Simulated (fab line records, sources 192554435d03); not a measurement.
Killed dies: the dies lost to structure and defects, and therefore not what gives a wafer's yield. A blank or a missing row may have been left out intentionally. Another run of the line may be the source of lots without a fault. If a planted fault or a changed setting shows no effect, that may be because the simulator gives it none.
Chamber matching    flow n5_finfet    N5_FIN_SAQP_HM_DEP_03 on pecvd-03 has 3 sister chambers
The step deposits SiNx from SiH4/NH3/N2, target thk 38 nm, time 33.6 s. 3 wafers are shown with their chamber, then 7 later ones without.

WAFERS, EACH WITH ITS CHAMBER
wafer   chamber  showerhead_plenum_p_Torr (Torr)
L087.4  0        5.04
L087.5  1        5.22
L089.4  2        5.11

WAFERS WHOSE CHAMBER IS MISSING
wafer   showerhead_plenum_p_Torr (Torr)
L089.5  5.21
L093.1  5.21
L093.2  5.11
L093.3  5.05
L097.2  5.10
L097.4  5.10
L097.6  5.05

THE CHAMBER EACH PASSED THROUGH
wafer   from the rows above  in truth
L089.5  1                    1
L093.1  1                    1
L093.2  2                    2
L093.3  0                    0
L097.2  2                    2
L097.4  2                    2
L097.6  0                    0
Correct placement for 7 of the 7. Number that these rows cannot place: 0. Wrongly placed: 0.
How it was worked out, from the rows above alone: a wafer's distance from a chamber is the root of the sum, over the readings, of the square of ((its reading less the chamber's mean) divided by the reading's scatter). The wafer belongs to the nearest chamber; if the next one is less than 2 further off, it can't be placed. A chamber's mean is the mean of its shown wafers. The scatter (one wafer shown for each chamber): square how far every hidden wafer sits from the nearest shown wafer, average those squares and take the square root.
